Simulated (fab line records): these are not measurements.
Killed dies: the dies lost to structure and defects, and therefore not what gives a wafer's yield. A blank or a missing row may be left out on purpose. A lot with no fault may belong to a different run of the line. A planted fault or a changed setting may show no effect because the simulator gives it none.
fab line records    flow nand-harc
record: lots: 6  wafers: 18  last-day: 32
route steps=1302 shown A_BONDPAD@1208 END@1302
lots that met no fault: taken from a fault-free run of the same line
start-h: hours from the record's opening day to when the first of the lot's shown wafers began    wait-h: time in hours since the lot's previous step    " identical to the entry in the row above    L1.1+2: several wafers, shown together as one row    - no value, or no start was given    * or withheld: withheld    < > ~ a bound
route shown NAME@n: a module of which the file shows steps, and the number in the route of the first    usual: mean and standard deviation over wafers with no fault    same: alike in all rows    chamber/n: place in a boat    sites: per-site readings    _std_site: the values' standard deviation    _edge_site: the outer-site mean with the inner-site mean subtracted    radius-mm: for every site, how far away it sits from the centre of the wafer    mask NAME#n: copy n    behind: tool/chamber where the wafer was last shaped    hold: what put the lot on hold/how long, in hours/how the hold closed    device: the transistor (n, p or np) that didn't switch    end of line: the same wafers' tests at the end of the route    where a step has no rows: the recipe by itself    killed: dies lost to structure and defects at the first sort, not the wafer's yield    map: per-die view of a wafer (x killed, . not killed, _ where there is no die)
set.NAME: the run value of the setting; set.NAME@STEP: its run value at that earlier step    model.NAME: the simulator's own value behind a step, which no gauge read
certain route steps with their lots: each step a table, each wafer a row
services: the hour from which a tool's chamber was out of use, counted from the record's first day as start-h (under 0 if before that day), plus the number of hours and why
== steps ==
step: NHARC_A_BONDPAD_COAT_33
recipe: temp-c: 200  time-s: 65
step: NHARC_A_BONDPAD_COAT_03
recipe: spin-rpm: 2000  resist-thk-nm: 600
step: NHARC_A_BONDPAD_SOFTBAKE_04
recipe: temp-c: 125  time-s: 70
step: NHARC_A_BONDPAD_EBR_05
step: NHARC_A_BONDPAD_EXPOSE_06
recipe: na: 0.55  dose-mj: 36.99  mask-id: A_BPAD
step: NHARC_A_BONDPAD_PEB_07
recipe: peb-temp-c: 128  peb-time-s: 80
step: NHARC_A_BONDPAD_DEVELOP_08
recipe: time-s: 50  dev-temp-c: 22
step: NHARC_A_BONDPAD_CD_MEAS_09
recipe: target-cd-nm: 500  landing-energy-ev: 500
usual: cd-nm: 499.9/2.1
lot.wafer  tool       chamber  start-h  wait-h  cd-nm
L932.1     cd-sem-02  0        592.82   -       500.3
L932.3     "          0        "        "       502.7
L932.6     "          0        "        "       501.6
L940.3     cd-sem-02  0        643.51   -       502.0
L940.4     "          0        "        "       502.8
L940.6     "          0        "        "       502.1
L942.2     cd-sem-03  0        679.33   -       499.0
L942.5     "          0        "        "       503.4
L942.6     "          0        "        "       499.8
L943.4     cd-sem-01  0        684.87   -       499.0
L943.5     "          0        "        "       502.0
L943.6     "          0        "        "       499.7
L946.3     cd-sem-02  0        719.43   -       499.7
L946.5     "          0        "        "       498.5
L946.6     "          0        "        "       496.3
L947.2     cd-sem-03  0        732.71   -       498.4
L947.4     "          0        "        "       498.1
L947.6     "          0        "        "       499.0
step: NHARC_A_BONDPAD_OVL_MEAS_35
usual: overlay-x-nm: 0/5.3  overlay-y-nm: 0/4.9
lot.wafer  tool        chamber  start-h  wait-h  overlay-x-nm  overlay-y-nm
L932.1     overlay-01  -        592.90   -       2             7
L932.3     "           -        "        "       3             7
L932.6     "           -        "        "       2             7
L940.3     overlay-01  -        643.59   -       1             -1
L940.4     "           -        "        "       1             -1
L940.6     "           -        "        "       1             0
L942.2     overlay-02  -        679.42   -       -8            1
L942.5     "           -        "        "       -7            1
L942.6     "           -        "        "       -8            1
L943.4     overlay-02  -        684.95   -       -4            3
L943.5     "           -        "        "       -3            3
L943.6     "           -        "        "       -3            2
L946.3     overlay-01  -        719.52   -       -3            2
L946.5     "           -        "        "       -2            2
L946.6     "           -        "        "       -2            2
L947.2     overlay-02  -        732.80   -       -15           -2
L947.4     "           -        "        "       -14           -2
L947.6     "           -        "        "       -14           -2
step: NHARC_A_BONDPAD_HARDBAKE_10
recipe: temp-c: 118  time-s: 65
step: NHARC_A_BONDPAD_DESCUM_11
recipe: time-s: 3  o2-flow-sccm: 200  ar-flow-sccm: 0  bias-power-w: 0  chemistry: O2
usual: chamber-pressure-mTorr: 59.99/0.06  drypump-motor-current-A: 5.7/0.42  oes-product-au: 1.001/0.0094  rf-vpp-V: 57.8/0.9  showerhead-plenum-p-Torr: 1.90/0.099  throttle-valve-pct: 11.310/0.0089
lot.wafer  tool         chamber  start-h  wait-h  chamber-pressure-mTorr  drypump-motor-current-A  oes-product-au  rf-hours-counter-h  rf-vpp-V  showerhead-plenum-p-Torr  throttle-valve-pct
L932.3     rie-diel-13  0        593.03   -       60.03                   5.8                      0.993           2                   57.5      1.83                      11.293
L932.1     "            3        "        "       60.01                   6.1                      1.000           2                   57.6      1.83                      11.321
L932.6     "            1        "        "       60.04                   5.2                      0.996           -                   59.5      2.02                      11.309
L940.4     rie-diel-13  3        643.72   -       60.12                   6.1                      0.995           3                   57.0      1.83                      11.302
L940.3     "            0        "        "       59.97                   5.8                      1.003           4                   56.7      1.83                      11.315
L940.6     "            0        "        "       60.07                   5.8                      1.001           -                   58.5      1.83                      11.330
L942.2     rie-diel-13  3        679.54   -       59.98                   6.1                      0.997           5                   57.9      1.83                      11.324
L942.6     "            3        "        "       60.10                   6.1                      0.998           -                   57.7      1.83                      11.318
L942.5     "            0        "        "       60.05                   5.8                      0.998           -                   57.7      1.83                      11.323
L943.4     rie-diel-13  3        685.07   -       59.93                   6.1                      1.004           5                   58.9      1.83                      11.308
L943.5     "            3        "        "       60.02                   6.1                      1.003           -                   57.0      1.83                      11.298
L943.6     "            0        "        "       59.93                   5.8                      0.999           -                   56.4      1.83                      11.314
L946.3     rie-diel-13  2        719.67   -       60.04                   6.2                      1.001           1                   57.1      1.99                      11.323
L946.6     "            3        "        "       59.97                   6.1                      1.009           -                   58.3      1.83                      11.306
L946.5     "            0        "        "       59.90                   5.8                      1.015           -                   57.3      1.83                      11.305
L947.2     rie-diel-13  1        732.92   -       59.88                   5.2                      1.004           1                   58.7      2.02                      11.315
L947.4     "            2        "        "       60.01                   6.2                      1.003           1                   58.1      1.99                      11.307
L947.6     "            2        "        "       59.89                   6.2                      0.998           -                   58.2      1.99                      11.306
step: NHARC_A_BONDPAD_ETCH_34
recipe: target-depth-a: 600  overetch-a: 180  time-s: 65.91  ion-energy-ev: 200  n2-flow-sccm: 150  h2-flow-sccm: 150  ar-flow-sccm: 0  rf-w: 400  bias-w: 150  chemistry: N2/H2
usual: chamber-pressure-mTorr: 30.001/0.027  drypump-motor-current-A: 5.8/0.43  oes-product-au: 1.000/0.0091  rf-fwd-power-W: 396.9/1.7  rf-vpp-V: 431/3.2  showerhead-plenum-p-Torr: 2.04/0.11  throttle-valve-pct: 14.171/0.0084
lot.wafer  tool         chamber  start-h  wait-h  chamber-pressure-mTorr  drypump-motor-current-A  oes-product-au  rf-fwd-power-W  rf-hours-counter-h  rf-vpp-V  showerhead-plenum-p-Torr  throttle-valve-pct
L932.3     rie-diel-13  3        593.11   0.1     30.034                  6.1                      0.991           397.6           2                   427       1.95                      14.161
L932.1     "            2        "        "       30.040                  6.2                      1.015           397.3           2                   431       2.13                      14.164
L932.6     "            3        "        "       30.037                  6.1                      1.001           397.3           -                   429       1.95                      14.172
L940.4     rie-diel-13  2        643.80   0.1     29.973                  6.2                      1.009           398.5           4                   434       2.13                      14.174
L940.3     "            3        "        "       30.004                  6.1                      1.004           399.1           3                   428       1.95                      14.166
L940.6     "            2        "        "       29.991                  6.2                      1.003           398.5           -                   434       2.13                      14.169
L942.2     rie-diel-13  3        679.64   0.1     30.007                  6.1                      0.995           396.3           5                   426       1.95                      14.167
L942.6     "            1        "        "       30.065                  5.2                      1.005           398.4           -                   433       2.16                      14.166
L942.5     "            2        "        "       30.005                  6.2                      1.010           395.6           -                   434       2.13                      14.173
L943.4     rie-diel-13  3        685.17   0.1     29.993                  6.1                      0.999           397.2           5                   428       1.95                      14.180
L943.5     "            1        "        "       30.021                  5.2                      1.006           398.6           -                   434       2.16                      14.168
L943.6     "            2        "        "       30.003                  6.2                      1.013           396.8           -                   433       2.13                      14.180
L946.3     rie-diel-13  0        719.74   0.1     29.999                  5.8                      1.013           393.5           1                   429       1.95                      14.168
L946.6     "            2        "        "       29.998                  6.2                      1.008           396.1           -                   434       2.13                      14.186
L946.5     "            3        "        "       30.009                  6.1                      1.005           398.7           -                   427       1.95                      14.167
L947.4     rie-diel-13  1        733.01   0.1     30.003                  5.2                      0.997           399.3           1                   433       2.16                      14.179
L947.2     "            3        "        "       29.985                  6.1                      1.013           395.0           1                   428       1.95                      14.172
L947.6     "            1        "        "       30.021                  5.2                      1.003           399.9           -                   434       2.16                      14.189
step: NHARC_A_BONDPAD_ETCH_12
recipe: target-depth-a: 2200  time-s: 110  chf3-flow-sccm: 50  o2-flow-sccm: 10  ar-flow-sccm: 200  rf-w: 500  bias-w: 200  chemistry: CHF3/O2
usual: chamber-pressure-mTorr: 24.999/0.025  drypump-motor-current-A: 5.7/0.42  oes-product-au: 0.947/0.024  rf-fwd-power-W: 497.2/1.7  rf-vpp-V: 370.5/2.8  showerhead-plenum-p-Torr: 2.40/0.12  throttle-valve-pct: 20.572/0.009
lot.wafer  tool         chamber  start-h  wait-h  chamber-pressure-mTorr  drypump-motor-current-A  oes-product-au  rf-fwd-power-W  rf-hours-counter-h  rf-vpp-V  showerhead-plenum-p-Torr  throttle-valve-pct
L932.3     rie-diel-13  0        593.20   -       24.985                  5.8                      0.929           493.7           2                   368.7     2.30                      20.584
L932.1     "            1        "        "       25.020                  5.2                      0.937           496.8           2                   374.9     2.54                      20.570
L932.6     "            0        "        "       24.995                  5.8                      0.922           495.2           -                   368.5     2.30                      20.554
L940.3     rie-diel-13  3        643.90   -       25.006                  6.1                      0.929           497.3           4                   369.0     2.30                      20.587
L940.4     "            1        "        "       24.966                  5.2                      0.914           498.3           4                   374.5     2.53                      20.574
L940.6     "            3        "        "       24.988                  6.0                      0.924           495.8           -                   368.5     2.30                      20.569
L942.2     rie-diel-13  1        679.72   -       24.964                  5.2                      0.925           499.1           5                   374.4     2.53                      20.581
L942.6     "            1        "        "       24.993                  5.2                      0.921           498.1           -                   374.0     2.53                      20.574
L942.5     "            2        "        "       25.022                  6.2                      0.966           497.0           -                   375.3     2.50                      20.562
L943.4     rie-diel-13  1        685.25   -       24.971                  5.2                      0.970           497.7           5                   374.1     2.53                      20.567
L943.6     "            0        "        "       25.035                  5.8                      0.954           496.9           -                   368.1     2.30                      20.559
L943.5     "            1        "        "       24.984                  5.2                      0.961           498.5           -                   373.8     2.53                      20.582
L946.3     rie-diel-13  3        719.82   -       24.965                  6.1                      1.203           700.4           1                   367.9     2.30                      20.574
L946.5     "            3        "        "       25.015                  6.1                      1.198           699.8           -                   368.9     2.30                      20.564
L946.6     "            0        "        "       24.982                  5.8                      1.219           696.2           -                   367.4     2.30                      20.578
L947.2     rie-diel-13  0        733.10   -       24.993                  5.8                      1.197           696.3           1                   367.2     2.30                      20.562
L947.4     "            2        "        "       24.972                  6.2                      1.151           696.5           1                   373.4     2.50                      20.560
L947.6     "            0        "        "       25.007                  5.8                      1.176           694.6           -                   368.7     2.30                      20.573
step: NHARC_A_BONDPAD_CD_MEAS_13
usual: cd-nm: 499.3/2.4
lot.wafer  tool       chamber  start-h  wait-h  cd-nm
L932.1     cd-sem-03  -        593.34   -       498.7
L932.3     "          -        "        "       501.9
L932.6     "          -        "        "       502.1
L940.3     cd-sem-02  -        644.04   -       501.5
L940.4     "          -        "        "       501.4
L940.6     "          -        "        "       500.9
L942.2     cd-sem-01  -        679.86   -       497.3
L942.5     "          -        "        "       503.7
L942.6     "          -        "        "       498.0
L943.4     cd-sem-03  -        685.39   -       498.1
L943.5     "          -        "        "       500.4
L943.6     "          -        "        "       499.1
L946.3     cd-sem-02  -        719.96   -       501.9
L946.5     "          -        "        "       500.9
L946.6     "          -        "        "       498.7
L947.2     cd-sem-02  -        733.24   -       500.4
L947.4     "          -        "        "       501.2
L947.6     "          -        "        "       499.4
step: NHARC_END_SORT_01
recipe: temp-c: 25
usual: defect-limited-yield: 91/3.1  killed-at-array: 59/21  killed-at-other: 1.0/1.1  killed-at-periphery: 4.0/2.6  killed-dies: 64/21  killed-open: 3.2/1.7  killed-short: 2.5/1.5
same: gross-dies: 677
lot.wafer  tool       chamber  start-h  wait-h  defect-limited-yield[%]  killed-at-array  killed-at-other  killed-at-periphery  killed-dies  killed-open  killed-short
L932.1     prober-02  0        623.23   2.5     94                       32               0                6                    38           4            4
L932.3     prober-02  0        624.82   3.1     94                       31               0                8                    39           6            3
L932.6     prober-02  0        627.21   4.0     93                       36               0                9                    45           9            3
L940.3     prober-02  0        675.03   3.1     87                       84               1                1                    86           2            2
L940.4     prober-02  0        675.83   3.4     87                       89               0                2                    91           1            1
L940.6     prober-02  0        677.44   4.0     88                       79               1                4                    84           1            3
L942.2     prober-01  0        713.67   2.8     91                       57               1                2                    60           3            0
L942.5     prober-01  0        716.10   3.7     90                       66               0                5                    71           4            5
L942.6     prober-01  0        716.91   4.1     91                       59               0                1                    60           2            2
L943.4     prober-02  0        715.99   3.4     88                       72               2                4                    78           1            4
L943.5     prober-02  0        716.80   3.7     89                       68               4                1                    73           6            2
L943.6     prober-02  0        717.61   4.1     89                       67               1                4                    72           4            3
L946.3     prober-01  0        753.79   3.0     92                       52               0                4                    56           4            5
L946.5     prober-01  0        755.36   3.6     93                       48               1                1                    50           4            1
L946.6     prober-01  0        756.15   3.9     92                       49               0                6                    55           4            1
L947.2     prober-02  0        765.77   2.8     91                       60               2                2                    64           2            0
L947.4     prober-02  0        767.36   3.4     91                       63               0                1                    64           2            2
L947.6     prober-02  0        768.95   4.0     92                       55               0                0                    55           0            2
killed by level:class
L932.1 A_CHANNEL_HOLE_D2:chamber-film-flake=10 A_CONTACT:chamber-film-flake=4 P_GATE:chamber-film-flake=3 A_ZERO_WELL:chamber-film-flake=3 A_CHANNEL_HOLE_D1:chamber-film-flake=3 A_STAIRCASE:chamber-film-flake=3 A_M0:geometric-particle:open=2 A_WL_FILL:chamber-film-flake=2
L932.3 A_CHANNEL_HOLE_D2:chamber-film-flake=11 A_CONTACT:chamber-film-flake=4 P_ZERO_WELL:chamber-film-flake=3 A_ZERO_WELL:chamber-film-flake=3 P_M1:geometric-particle:open=2 A_CHANNEL_HOLE_D2:geometric-particle:short=2 A_M0:geometric-particle:open=2 P_GATE:chamber-film-flake=2
L932.6 A_CHANNEL_HOLE_D2:chamber-film-flake=7 A_ZERO_WELL:chamber-film-flake=5 A_WL_FILL:chamber-film-flake=5 P_GATE:chamber-film-flake=4 A_CHANNEL_HOLE_D1:chamber-film-flake=3 A_SLIT:chamber-film-flake=3 A_CONTACT:chamber-film-flake=3 P_M1:geometric-particle:open=2
L940.3 A_CHANNEL_HOLE_D1:chamber-film-flake=36 A_SLIT:chamber-film-flake=31 A_CHANNEL_HOLE_D2:chamber-film-flake=11 A_SOURCE_PLATE:geometric-particle:short=1 A_DECK1_JOINT:geometric-particle:open=1 A_ONON_D2:geometric-particle:short=1 A_BLC:geometric-particle:open=1 P_BONDPAD:chamber-film-flake=1
L940.4 A_CHANNEL_HOLE_D1:chamber-film-flake=34 A_SLIT:chamber-film-flake=34 A_CHANNEL_HOLE_D2:chamber-film-flake=18 P_BONDPAD:chamber-film-flake=2 A_CHANNEL_HOLE_D1:geometric-particle:short=1 A_BLC:geometric-particle:open=1 A_STAIRCASE:chamber-film-flake=1
L940.6 A_SLIT:chamber-film-flake=32 A_CHANNEL_HOLE_D1:chamber-film-flake=26 A_CHANNEL_HOLE_D2:chamber-film-flake=14 A_ZERO_WELL:chamber-film-flake=3 P_STI:geometric-particle:short=1 P_CONTACT:geometric-particle:open=1 A_DECK1_JOINT:geometric-particle:short=1 A_SGD_CUT:geometric-particle:short=1
L942.2 A_CHANNEL_HOLE_D1:chamber-film-flake=32 A_CONTACT:chamber-film-flake=11 A_SLIT:chamber-film-flake=3 A_CONTACT:geometric-particle:open=2 P_ZERO_WELL:chamber-film-flake=2 A_ZERO_WELL:chamber-film-flake=2 A_CHANNEL_HOLE_D2:chamber-film-flake=2 A_M1:chamber-film-flake=2
L943.4 A_SLIT:chamber-film-flake=31 A_CHANNEL_HOLE_D2:chamber-film-flake=25 A_CHANNEL_HOLE_D1:chamber-film-flake=5 A_CHANNEL_FILL_D1:chamber-film-flake=3 A_CHANNEL_FILL_D1:geometric-particle:short=2 P_GATE:chamber-film-flake=2 A_STAIRCASE:chamber-film-flake=2 A_CHANNEL_HOLE_D2:geometric-particle:short=1
L942.5 A_CHANNEL_HOLE_D1:chamber-film-flake=34 A_CHANNEL_HOLE_D2:chamber-film-flake=7 A_STAIRCASE:chamber-film-flake=6 A_CONTACT:chamber-film-flake=4 A_WL_FILL:chamber-film-flake=3 A_CHANNEL_HOLE_D2:geometric-particle:short=2 P_ZERO_WELL:chamber-film-flake=2 A_CHANNEL_FILL_D1:chamber-film-flake=2
L943.5 A_SLIT:chamber-film-flake=28 A_CHANNEL_HOLE_D2:chamber-film-flake=17 A_CHANNEL_HOLE_D1:chamber-film-flake=11 A_M0:geometric-particle:open=2 A_CHANNEL_FILL_D1:chamber-film-flake=2 A_CONTACT:chamber-film-flake=2 THIN_TSV:chamber-film-flake=2 P_M1:geometric-particle:open=1
L942.6 A_CHANNEL_HOLE_D1:chamber-film-flake=33 A_CONTACT:chamber-film-flake=8 A_SLIT:chamber-film-flake=5 A_WL_FILL:chamber-film-flake=3 A_CHANNEL_HOLE_D2:chamber-film-flake=2 A_STAIRCASE:chamber-film-flake=2 P_M1:geometric-particle:short=1 A_SOURCE_PLATE:geometric-particle:short=1
L943.6 A_SLIT:chamber-film-flake=21 A_CHANNEL_HOLE_D1:chamber-film-flake=16 A_CHANNEL_HOLE_D2:chamber-film-flake=15 A_STAIRCASE:chamber-film-flake=7 A_CHANNEL_FILL_D2:geometric-particle:short=2 A_CONTACT:chamber-film-flake=2 P_CONTACT:geometric-particle:open=1 P_M0:geometric-particle:open=1
L946.3 A_CHANNEL_HOLE_D2:chamber-film-flake=26 A_CHANNEL_HOLE_D1:chamber-film-flake=9 A_CONTACT:chamber-film-flake=6 A_SLIT:chamber-film-flake=4 A_CHANNEL_FILL_D1:geometric-particle:open=2 P_M1:chamber-film-flake=2 P_M0:geometric-particle:open=1 P_M0:geometric-particle:short=1
L946.5 A_CHANNEL_HOLE_D2:chamber-film-flake=20 A_CHANNEL_HOLE_D1:chamber-film-flake=10 A_SLIT:chamber-film-flake=7 A_STAIRCASE:chamber-film-flake=4 A_CONTACT:chamber-film-flake=2 A_SOURCE_PLATE:geometric-particle:open=1 A_CHANNEL_FILL_D1:geometric-particle:open=1 A_BLC:geometric-particle:open=1
L946.6 A_CHANNEL_HOLE_D2:chamber-film-flake=20 A_CHANNEL_HOLE_D1:chamber-film-flake=9 A_SLIT:chamber-film-flake=9 P_M1:chamber-film-flake=3 A_CONTACT:chamber-film-flake=3 A_SOURCE_PLATE:geometric-particle:open=2 A_STAIRCASE:chamber-film-flake=2 P_M0:geometric-particle:short=1
L947.2 A_CHANNEL_HOLE_D2:chamber-film-flake=25 A_CHANNEL_HOLE_D1:chamber-film-flake=12 A_SLIT:chamber-film-flake=10 A_CONTACT:chamber-film-flake=8 A_CHANNEL_FILL_D1:chamber-film-flake=2 A_STAIRCASE:chamber-film-flake=2 THIN_TSV:chamber-film-flake=2 P_CONTACT:geometric-particle:open=1
L947.4 A_CHANNEL_HOLE_D2:chamber-film-flake=19 A_CHANNEL_HOLE_D1:chamber-film-flake=14 A_CONTACT:chamber-film-flake=12 A_SLIT:chamber-film-flake=7 A_STAIRCASE:chamber-film-flake=4 A_CHANNEL_FILL_D1:chamber-film-flake=2 A_SOURCE_PLATE:geometric-particle:open=1 A_ONON_D2:geometric-particle:short=1
L947.6 A_CHANNEL_HOLE_D2:chamber-film-flake=19 A_CHANNEL_HOLE_D1:chamber-film-flake=11 A_SLIT:chamber-film-flake=9 A_CONTACT:chamber-film-flake=7 A_STAIRCASE:chamber-film-flake=4 A_ONON_D2:geometric-particle:short=1 A_WL_FILL:geometric-particle:short=1 A_ZERO_WELL:chamber-film-flake=1
== services ==
tool         chamber  start-h  hours  kind
rie-diel-13  0        577.01   -      clean
rie-diel-13  1        577.01   -      clean
rie-diel-13  2        577.01   -      clean
rie-diel-13  3        577.01   -      clean
rie-diel-13  0        601.51   -      clean
rie-diel-13  1        601.51   -      clean
rie-diel-13  2        601.51   -      clean
rie-diel-13  3        601.51   -      clean
rie-diel-13  0        626.01   -      clean
rie-diel-13  1        626.01   -      clean
rie-diel-13  2        626.01   -      clean
rie-diel-13  3        626.01   -      clean
rie-diel-13  0        650.51   -      clean
rie-diel-13  1        650.51   -      clean
rie-diel-13  2        650.51   -      clean
rie-diel-13  3        650.51   -      clean
rie-diel-13  1        669.50   8.3    repair
rie-diel-13  0        675.01   -      clean
rie-diel-13  2        675.01   -      clean
rie-diel-13  3        675.01   -      clean
rie-diel-13  -        696.01   9.0    pm
rie-diel-13  0        696.01   9.0    vent-cycle
rie-diel-13  1        696.01   9.0    vent-cycle
rie-diel-13  2        696.01   9.0    vent-cycle
== key ==
first-sign: step: NHARC_A_BONDPAD_ETCH_12  reading: rf-fwd-power-W  direction: up  sigmas: 99+  usual: *  struck: *
effect: step: NHARC_A_BONDPAD_ETCH_12  reading: oes-product-au  direction: up  sigmas: 10  usual: 0.947  struck: 1.191
met-at NHARC_A_BONDPAD_ETCH_12
struck-wafers L946.3,L946.5,L946.6,L947.2,L947.4,L947.6
onset-between 685.25 719.82
fault: kind: process-parameter-drift  tool: rie-diel-13  chamber: -  onset-h: 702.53  steps: NHARC_A_BONDPAD_ETCH_12  channel: rf-w  offset: *  shape: step  end-h: 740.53  acts-in: *  stated: *
